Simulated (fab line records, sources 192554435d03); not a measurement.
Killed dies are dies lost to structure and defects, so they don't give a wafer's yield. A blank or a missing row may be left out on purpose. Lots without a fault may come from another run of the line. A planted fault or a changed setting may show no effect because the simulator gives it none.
fab line records | flow n5_finfet
record lots=7 wafers=39
route steps=1938 shown ZERO_LAYER@4 FIN_SAQP@96 SD_EPI_N@288 SD_EPI_P@323 BEOL_M1@751
start_h: hours from the record's first day to the start of the lot's first wafer shown | wait_h: hours since the lot's step before | " the same as in the row above | L1.1+2: a row that stands for several wafers | - no value, or no start given | * or withheld: withheld | < > ~ a bound
route shown NAME@n: a module of which the file shows steps, and the number in the route of the first | usual: mean/standard deviation of fault-free wafers | same: alike in all rows | chamber/n: place in a boat | sites: the reading at each site | _std_site: their standard deviation | _edge_site: outer sites' mean less inner sites' | radius_mm: how far each site lies from the wafer's centre | mask NAME#n: copy n | behind: the tool/chamber that last shaped the wafer | hold: why the lot was held/for how many hours/how that ended | device: the transistor (n, p or np) that didn't switch | end of line: the same wafers' tests at the end of the route | a step without rows: its recipe alone | killed: dies lost to structure and defects at the first sort, not the wafer's yield | map: a wafer's dies, x killed, . not, _ none there
set.NAME: the setting as run; set.NAME@STEP: as run at that earlier step | model.NAME: the simulator's own value behind a step, which no gauge read
lots whose settings were changed on purpose; a table a step, a row a wafer
## steps
# step N5_ZERO_LAYER_PECVD_02
# recipe material=SiO2 target_thk_a=100 temp_c=400 precursor=SiH4/N2O pressure_torr=0.75 rf_w=275 time_s=6
# columns lot.wafer tool chamber start_h wait_h set.time_s model.SiO2_of_ZERO_LAYER_PECVD_02.thk_nm
L078.1 pecvd-04 2 36.29 0.0 2.501 4.252
L078.2 " 0 " " 2.501 4.016
L078.3 " 1 " " 6 9.979
L078.4 " 0 " " 2.501 4.245
L078.5 " 2 " " 6 10.06
L078.6 " 1 " " 6 10.15
L079.1 pecvd-02 1 42.28 0.0 5.033 8.06
L079.2 " 2 " " 6 9.988
L079.3 " 0 " " 6 9.675
L079.4 " 1 " " 5.033 8.365
L079.5 " 0 " " 5.033 8.181
L079.6 " 2 " " 6 9.981
L080.1 pecvd-04 2 48.28 0.0 3.653 5.884
L080.2 " 1 " " 6 9.851
L080.3 " 0 " " 6 9.811
L080.4 " 0 " " 3.653 6.026
L080.5 " 1 " " 6 10.11
L080.6 " 2 " " 3.653 6.073
L081.1 pecvd-04 2 54.28 0.0 5.024 8.393
L081.2 " 0 " " 6 9.963
L081.3 " 1 " " 6 10.01
L081.4 " 2 " " 5.024 8.435
L081.5 " 0 " " 6 10.11
L081.6 " 1 " " 5.024 8.593
L083.1 pecvd-04 2 66.28 0.0 6 10.07
L083.2 " 0 " " 6 9.974
L083.6 " 0 " " 6 10.08
L096.1 pecvd-04 1 144.30 0.0 6 9.655
L096.2+3 " 0,2 " " 7.363 12.15
L096.4 " 1 " " 6 9.944
L096.5 " 0 " " 6 9.896
L096.6 " 2 " " 7.363 12.12
L097.1 pecvd-04 2 150.28 0.0 6 10.01
L097.2 " 0 " " 6 9.954
L097.3 " 1 " " 6 9.75
L097.4 " 0 " " 6 10.22
L097.5 " 1 " " 6 10.07
L097.6 " 2 " " 6 10.25
# step N5_FIN_SAQP_HM_DEP_03
# recipe material=SiNx target_thk_a=380 temp_c=400 precursor=SiH4/NH3/N2 pressure_torr=1.5 rf_w=300 time_s=33.6
# columns lot.wafer tool chamber start_h wait_h set.time_s model.SiNx_of_FIN_SAQP_HM_DEP_03.thk_nm
L078.1 pecvd-04 2 45.13 0.2 22.44 24.6
L078.2 " 1 " " 22.44 25.41
L078.3 " 0 " " 33.6 38.14
L078.4 " 0 " " 33.6 39.12
L078.5 " 1 " " 33.6 38.29
L078.6 " 2 " " 22.44 25.72
L079.1 pecvd-01 2 51.00 0.2 33.6 37.54
L079.2 " 0 " " 33.6 37.95
L079.3 " 1 " " 16.01 17.14
L079.4 " 1 " " 33.6 37.53
L079.5 " 2 " " 16.01 18.46
L079.6 " 0 " " 16.01 18.22
L080.1 pecvd-01 0 56.81 0.2 33.6 37.36
L080.2 " 2 " " 22.33 25.07
L080.3 " 1 " " 22.33 24.37
L080.4 " 0 " " 22.33 25.06
L080.5 " 1 " " 33.6 37.6
L080.6 " 2 " " 33.6 38.22
L081.1 pecvd-01 0 64.14 0.2 48.58 54.76
L081.2 " 1 " " 48.58 54.08
L081.3 " 2 " " 33.6 37.94
L081.4 " 1 " " 33.6 38.1
L081.5 " 0 " " 48.58 55.21
L081.6 " 2 " " 33.6 38.03
L083.1 pecvd-01 1 77.11 0.2 33.6 37.18
L083.2 " 2 " " 33.6 38.49
L083.6 " 0 " " 33.6 38.68
L096.1 pecvd-03 0 153.23 0.2 33.6 37.95
L096.2 " 2 " " 46.42 51.94
L096.3 " 1 " " 33.6 37.72
L096.4 " 1 " " 46.42 52.48
L096.5 " 2 " " 33.6 38.05
L096.6 " 0 " " 46.42 53.82
L097.1 pecvd-01 2 159.60 0.2 33.6 37.94
L097.2 " 0 " " 38.65 43.37
L097.3 " 1 " " 33.6 37.13
L097.4 " 2 " " 38.65 43.99
L097.5 " 1 " " 38.65 43.31
L097.6 " 0 " " 33.6 38.61
# step N5_FIN_SAQP_THK_MEAS_05
# usual thk_nm=38.0/0.58
# columns lot.wafer tool chamber start_h wait_h set.time_s@FIN_SAQP_HM_DEP_03 thk_nm
L078.1 film_metro-02 - 45.21 0.1 22.44 24.6
L078.2 " - " " 22.44 25.4
L078.3 " - " " 33.6 38.1
L078.4 " - " " 33.6 39.2
L078.5 " - " " 33.6 38.3
L078.6 " - " " 22.44 25.7
L079.1 film_metro-02 - 51.09 0.1 33.6 37.5
L079.2 " - " " 33.6 37.9
L079.3 " - " " 16.01 17.1
L079.4 " - " " 33.6 37.5
L079.5 " - " " 16.01 18.4
L079.6 " - " " 16.01 18.2
L080.1 film_metro-02 - 56.89 0.1 33.6 37.4
L080.2 " - " " 22.33 25.1
L080.3 " - " " 22.33 24.4
L080.4 " - " " 22.33 25.0
L080.5 " - " " 33.6 37.6
L080.6 " - " " 33.6 38.2
L081.1 film_metro-02 - 64.23 0.1 48.58 54.8
L081.2 " - " " 48.58 54.2
L081.3 " - " " 33.6 37.9
L081.4 " - " " 33.6 38.1
L081.5 " - " " 48.58 55.2
L081.6 " - " " 33.6 38.0
L083.1 film_metro-01 - 77.19 0.1 33.6 37.1
L083.2 " - " " 33.6 38.5
L083.6 " - " " 33.6 38.7
L096.1 film_metro-02 - 153.32 0.1 33.6 37.9
L096.2 " - " " 46.42 52.0
L096.3 " - " " 33.6 37.7
L096.4 " - " " 46.42 52.4
L096.5 " - " " 33.6 38.0
L096.6 " - " " 46.42 53.8
L097.1 film_metro-02 - 159.68 0.1 33.6 38.0
L097.2 " - " " 38.65 43.4
L097.3 " - " " 33.6 37.1
L097.4 " - " " 38.65 44.0
L097.5 " - " " 38.65 43.3
L097.6 " - " " 33.6 38.6
# step N5_FIN_SAQP_PECVD_47
# recipe material=a-Si target_thk_a=450 temp_c=400 precursor=SiH4/He pressure_torr=3 rf_w=100 time_s=36.3
# step N5_FIN_SAQP_PECVD_48
# recipe material=SiNx target_thk_a=250 temp_c=400 precursor=SiH4/NH3/N2 pressure_torr=1.5 rf_w=300 time_s=22.1
# step N5_FIN_SAQP_MANDREL2_REMOVE_60
# recipe chemistry=HBr/Cl2/O2 bt_time_s=10 target=a-Si stop_on=SiNx endpoint=OES-SiCl over_etch_frac=1 icp_w=600 bias_w=22 HBr_flow_sccm=150 Cl2_flow_sccm=80 O2_flow_sccm=5 pressure_mtorr=10
# step N5_FIN_SAQP_HM_OPEN_33
# recipe chemistry=CH3F/O2 target=SiNx mask_material=SiO2 target_depth_a=494 time_s=70.6 pressure_mtorr=30 source_w=395 bias_w=73 Ar_flow_sccm=150 CH3F_flow_sccm=30 O2_flow_sccm=20 ion_energy_ev=120 ends=cleared
# usual etch_rf_on_time_s=69.0/2
# columns lot.wafer tool chamber start_h wait_h set.time_s@FIN_SAQP_HM_DEP_03 etch_rf_on_time_s model.etch.depth_nm
L078.1 rie_diel-04 2 50.94 0.0 22.44 42.8 23.86
L078.2 " 3 " " 22.44 46.0 24.78
L078.3 " 1 " " 33.6 69.7 37.51
L078.4 " 2 " " 33.6 69.4 38.5
L078.5 " 1 " " 33.6 70.6 37.67
L078.6 " 3 " " 22.44 46.3 24.97
L079.1 rie_diel-02 0 56.61 0.2 33.6 67.0 36.8
L079.2 " 2 " " 33.6 72.9 37.32
L079.3 " 1 " " 16.01 30.1 16.51
L079.4 " 3 " " 33.6 68.0 36.79
L079.5 " 1 " " 16.01 32.4 17.83
L079.6 " 0 " " 16.01 32.0 17.59
L080.1 rie_diel-02 1 61.95 0.0 33.6 66.5 36.73
L080.2 " 0 " " 22.33 43.9 24.33
L080.3 " 3 " " 22.33 43.8 23.74
L080.4 " 2 " " 22.33 47.7 24.43
L080.5 " 3 " " 33.6 68.1 36.98
L080.6 " 2 " " 33.6 73.2 37.47
L081.1 rie_diel-01 2 70.92 0.1 48.58 97.5 54.05
L081.2 " 0 " " 48.58 96.5 52.98
L081.3 " 1 " " 33.6 67.4 37.31
L081.4 " 3 " " 33.6 68.3 37.34
L081.5 " 3 " " 48.58 100.1 54.58
L081.6 " 2 " " 33.6 67.3 37.32
L083.1 rie_diel-04 0 81.75 0.1 33.6 66.5 36.42
L083.2 " 3 " " 33.6 71.1 37.41
L083.6 " 2 " " 33.6 68.9 37.92
L096.1 rie_diel-02 3 157.76 0.0 33.6 68.8 37.25
L096.2 " 2 " " 46.42 100.5 51.27
L096.3 " 0 " " 33.6 67.4 36.84
L096.4 " 1 " " 46.42 93.4 51.72
L096.5 " 1 " " 33.6 67.4 37.17
L096.6 " 2 " " 46.42 105.3 53.15
L097.1 rie_diel-01 1 166.76 0.0 33.6 69.8 37.23
L097.2 " 0 " " 38.65 78.5 42.28
L097.3 " 3 " " 33.6 66.9 36.37
L097.4 " 2 " " 38.65 80.1 43.37
L097.5 " 2 " " 38.65 79.0 42.54
L097.6 " 3 " " 33.6 68.8 37.51
# step N5_SD_EPI_N_EPI_21
# recipe material=Si:P dopant=P temp_c=680 pressure_torr=255 time_s=690
# columns lot.wafer tool chamber start_h wait_h set.epi_growth_time_s model.Si-P_of_SD_EPI_N_EPI_21.thk_nm
L078.1+4 epi_rpcvd-03 0 74.75 0.1 690 58.2
L078.2 " 0 " " 690 59
L078.3 " 0 " " 690 58
L078.5 " 0 " " 690 57.8
L078.6 " 0 " " 690 58.4
L079.1 epi_rpcvd-04 0 80.39 0.1 904.5 71.2
L079.2+6 " 0 " " 690 58.8
L079.3 " 0 " " 904.5 71.8
L079.4 " 0 " " 690 59.8
L079.5 " 0 " " 904.5 71.6
L080.1 epi_rpcvd-04 0 85.98 0.1 690 60
L080.2 " 0 " " 690 58.2
L080.3 " 0 " " 690 59.6
L080.4 " 0 " " 690 59.8
L080.5 " 0 " " 690 59.2
L080.6 " 0 " " 690 59.4
L081.1 epi_rpcvd-04 0 96.23 0.1 934.6 74.8
L081.2 " 0 " " 690 60.6
L081.3+4 " 0 " " 934.6 74.4
L081.5 " 0 " " 690 59.8
L081.6 " 0 " " 690 60
L083.1 epi_rpcvd-03 0 106.45 0.1 690 58.2
L083.2 " 0 " " 690 59.2
L083.6 " 0 107.85 1.4 690 58.6
L096.1+5 epi_rpcvd-03 0 181.47 0.1 554.8 51.2
L096.2+3 " 0 " " 690 58.6
L096.4 " 0 " " 690 59.4
L096.6 " 0 " " 554.8 51.4
L097.1+3 epi_rpcvd-03 0 191.38 0.2 690 59.6
L097.2+6 " 0 " " 690 59.4
L097.4 " 0 " " 690 60.4
L097.5 " 0 " " 690 59.2
# step N5_SD_EPI_N_EPI_MEAS_23
# recipe mode=xrd
# usual thk_nm=59.0/1.3
# columns lot.wafer tool chamber start_h wait_h set.epi_growth_time_s@SD_EPI_N_EPI_21 thk_nm
L078.1 film_metro-01 - 76.46 1.4 690 56.9
L078.2 " - " " 690 63.0
L078.3 " - " " 690 58.3
L078.4 " - " " 690 59.5
L078.5 " - " " 690 57.4
L078.6 " - " " 690 58.0
L079.1 film_metro-01 - 82.11 1.4 904.5 71.7
L079.2 " - " " 690 59.8
L079.3 " - " " 904.5 72.2
L079.4 " - " " 690 60.4
L079.5 " - " " 904.5 71.3
L079.6 " - " " 690 56.5
L080.1 film_metro-02 - 87.70 1.4 690 58.5
L080.2 " - " " 690 59.3
L080.3 " - " " 690 60.6
L080.4 " - " " 690 60.4
L080.5 " - " " 690 60.3
L080.6 " - " " 690 57.9
L081.1 film_metro-01 - 97.95 1.4 934.6 74.8
L081.2 " - " " 690 59.5
L081.3 " - " " 934.6 73.9
L081.4 " - " " 934.6 75.3
L081.5 " - " " 690 59.7
L081.6 " - " " 690 60.1
L083.1 film_metro-01 - 108.17 1.4 690 57.9
L083.2 " - " " 690 59.4
L083.6 " - " " 690 58.3
L096.1 film_metro-01 - 183.19 1.4 554.8 51.1
L096.2 " - " " 690 57.1
L096.3 " - " " 690 57.7
L096.4 " - " " 690 60.0
L096.5 " - " " 554.8 51.4
L096.6 " - " " 554.8 50.4
L097.1 film_metro-02 - 193.66 1.9 690 60.2
L097.2 " - " " 690 60.5
L097.3 " - " " 690 61.6
L097.4 " - " " 690 60.7
L097.5 " - " " 690 58.5
L097.6 " - " " 690 59.9
# step N5_SD_EPI_N_PRECLEAN_24
# recipe chemistry=O3/DIW time_s=60 temp_c=22 o3_ppm=10
# step N5_SD_EPI_N_SRD_25
# recipe time_s=30 temp_c=23 rinse_liquid=diw dry=ipa_marangoni
# step N5_SD_EPI_P_HM_STRIP_48
# recipe chemistry=H3PO4 temp_c=160 material=SiNx target=SiNx target_depth_a=30 overetch_fraction=0.3
# step N5_SD_EPI_P_SRD_49
# recipe dry=ipa_marangoni time_s=30 temp_c=23 rinse_liquid=diw
# step N5_SD_EPI_P_PRECLEAN_24
# recipe chemistry=O3/DIW time_s=45 temp_c=22 o3_ppm=10
# columns lot.wafer tool chamber start_h wait_h set.epi_growth_time_s@SD_EPI_N_EPI_21 model.Si-P_of_SD_EPI_N_EPI_21.thk_nm
L078.1+4 wet_bench-06 2,5 81.58 0.0 690 57.4
L078.2 " 6 " " 690 58.2
L078.3 " 1 " " 690 57.2
L078.5 " 4 " " 690 57
L078.6 " 3 " " 690 57.6
L079.1 wet_bench-01 3 87.43 0.0 904.5 70.2
L079.2 " 5 " " 690 58
L079.3+5 " 6,7 " " 904.5 70.6
L079.4 " 0 " " 690 59
L079.6 " 4 " " 690 57.8
L080.1+4 wet_bench-01 3,6 92.50 0.0 690 59
L080.2 " 2 " " 690 57.4
L080.3 " 4 " " 690 58.8
L080.5 " 1 " " 690 58.4
L080.6 " 5 " " 690 58.6
L081.1 wet_bench-01 0 103.78 0.0 934.6 73.6
L081.2 " 5 " " 690 59.6
L081.3 " 3 " " 934.6 73.2
L081.4 " 7 " " 934.6 73.4
L081.5 " 4 " " 690 59
L081.6 " 6 " " 690 59.2
L083.1 wet_bench-06 1 112.74 0.0 690 57.4
L083.2 " 0 " " 690 58.4
L083.6 " 2 " " 690 57.8
L096.1 wet_bench-01 3 189.10 0.0 554.8 50.4
L096.2+3 " 2,6 " " 690 57.8
L096.4 " 1 " " 690 58.6
L096.5 " 5 " " 554.8 50.6
L096.6 " 4 " " 554.8 50.8
L097.1+3 wet_bench-06 7,2 199.18 0.0 690 58.8
L097.2+6 " 6,0 " " 690 58.6
L097.4 " 1 " " 690 59.6
L097.5 " 5 " " 690 58.4
# step N5_BEOL_M1_ILD_DEP_00
# recipe material=SiOC target_thk_a=790 temp_c=350 precursor=DEMS/O2 pressure_torr=5 rf_w=500 time_s=15.3
# columns lot.wafer tool chamber start_h wait_h set.time_s model.SiOC_of_BEOL_M1_ILD_DEP_00.thk_nm
L078.1 pecvd-02 2 142.44 0.0 15.3 78.2
L078.2 " 0 " " 21.98 111.4
L078.3 " 1 " " 15.3 79.2
L078.4 " 1 " " 21.98 113.8
L078.5 " 2 " " 21.98 113
L078.6 " 0 " " 15.3 79.8
L080.1 pecvd-02 0 154.07 0.0 18.81 94.8
L080.2 " 2 " " 18.81 95.6
L080.3 " 1 " " 15.3 79.6
L080.4 " 0 " " 15.3 80.2
L080.5 " 1 " " 18.81 96.8
L080.6 " 2 " " 15.3 78.6
L079.1 pecvd-01 2 157.05 0.0 15.3 77.8
L079.2 " 0 " " 15.3 77.6
L079.3 " 1 " " 15.3 79.2
L079.4 " 0 " " 15.3 78.8
L079.5 " 1 " " 15.3 80.2
L079.6 " 2 " " 15.3 79.4
L081.1 pecvd-01 2 160.65 0.0 15.3 78
L081.2 " 0 " " 9.312 47.4
L081.3 " 1 " " 9.312 49
L081.4 " 1 " " 15.3 80.2
L081.5 " 0 " " 15.3 79.4
L081.6 " 2 " " 9.312 48.8
L083.1 pecvd-01 1 174.29 0.0 15.3 79.2
L083.2 " 2 " " 15.3 79
L083.6 " 0 " " 15.3 78.8
L096.1 pecvd-02 1 254.24 0.0 15.3 79
L096.2 " 0 " " 15.3 77.8
L096.3 " 2 " " 15.3 79.2
L096.4 " 1 " " 15.3 80.4
L096.5 " 0 " " 15.3 78.2
L096.6 " 2 " " 15.3 80
L097.1+3 pecvd-01 1,0 264.29 0.0 15.3 77.6
L097.2 " 2 " " 15.3 77.2
L097.4 " 1 " " 15.3 79.6
L097.5 " 2 " " 15.3 79
L097.6 " 0 " " 15.3 78.6
# step N5_BEOL_M1_THK_MEAS_01
# recipe reads=SiOC_of_BEOL_M1_ILD_DEP_00
# usual M1_ILD_THK=79.1/1
# columns lot.wafer tool chamber start_h wait_h set.time_s@BEOL_M1_ILD_DEP_00 M1_ILD_THK[nm]
L078.1 film_metro-02 - 142.51 0.0 15.3 78.2
L078.2 " - " " 21.98 111.3
L078.3 " - " " 15.3 79.1
L078.4 " - " " 21.98 113.8
L078.5 " - " " 21.98 112.8
L078.6 " - " " 15.3 79.8
L080.1 film_metro-02 - 154.14 0.0 18.81 94.9
L080.2 " - " " 18.81 95.5
L080.3 " - " " 15.3 79.6
L080.4 " - " " 15.3 80.2
L080.5 " - " " 18.81 96.7
L080.6 " - " " 15.3 78.6
L079.1 film_metro-02 - 157.11 0.0 15.3 77.9
L079.2 " - " " 15.3 77.6
L079.3 " - " " 15.3 79.2
L079.4 " - " " 15.3 78.7
L079.5 " - " " 15.3 80.3
L079.6 " - " " 15.3 79.3
L081.1 film_metro-02 - 160.72 0.0 15.3 78.0
L081.2 " - " " 9.312 47.5
L081.3 " - " " 9.312 48.9
L081.4 " - " " 15.3 80.2
L081.5 " - " " 15.3 79.5
L081.6 " - " " 9.312 48.8
L083.1 film_metro-01 - 174.36 0.0 15.3 79.1
L083.2 " - " " 15.3 78.9
L083.6 " - " " 15.3 78.8
L096.1 film_metro-02 - 254.31 0.0 15.3 78.9
L096.2 " - " " 15.3 77.8
L096.3 " - " " 15.3 79.2
L096.4 " - " " 15.3 80.2
L096.5 " - " " 15.3 78.2
L096.6 " - " " 15.3 79.9
L097.1 film_metro-02 - 264.36 0.0 15.3 77.7
L097.2 " - " " 15.3 77.2
L097.3 " - " " 15.3 77.5
L097.4 " - " " 15.3 79.5
L097.5 " - " " 15.3 79.1
L097.6 " - " " 15.3 78.4
## key
split step=N5_ZERO_LAYER_PECVD_02 setting=time_s stated=6 by=wafer
response step=N5_ZERO_LAYER_PECVD_02 reading=model.SiO2_of_ZERO_LAYER_PECVD_02.thk_nm change=+0.101 per=1% r=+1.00
split step=N5_FIN_SAQP_HM_DEP_03 setting=time_s stated=33.6 by=wafer
response step=N5_FIN_SAQP_HM_DEP_03 reading=model.SiNx_of_FIN_SAQP_HM_DEP_03.thk_nm change=+0.382 per=1% r=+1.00
response step=N5_FIN_SAQP_THK_MEAS_05 reading=thk_nm change=* per=1% r=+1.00
response step=N5_FIN_SAQP_HM_OPEN_33 reading=etch_rf_on_time_s change=* per=1% r=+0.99
response step=N5_FIN_SAQP_HM_OPEN_33 reading=model.etch.depth_nm change=+0.382 per=1% r=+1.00
split step=N5_SD_EPI_N_EPI_21 setting=epi_growth_time_s stated=690 by=wafer
response step=N5_SD_EPI_N_EPI_21 reading=model.Si-P_of_SD_EPI_N_EPI_21.thk_nm change=+0.401 per=1% r=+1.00
response step=N5_SD_EPI_N_EPI_MEAS_23 reading=thk_nm change=* per=1% r=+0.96
response step=N5_SD_EPI_P_PRECLEAN_24 reading=model.Si-P_of_SD_EPI_N_EPI_21.thk_nm change=+0.394 per=1% r=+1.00
split step=N5_BEOL_M1_ILD_DEP_00 setting=time_s stated=15.3 by=wafer
response step=N5_BEOL_M1_ILD_DEP_00 reading=model.SiOC_of_BEOL_M1_ILD_DEP_00.thk_nm change=+0.769 per=1% r=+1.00
response step=N5_BEOL_M1_THK_MEAS_01 reading=M1_ILD_THK change=+0.769 per=1% r=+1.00
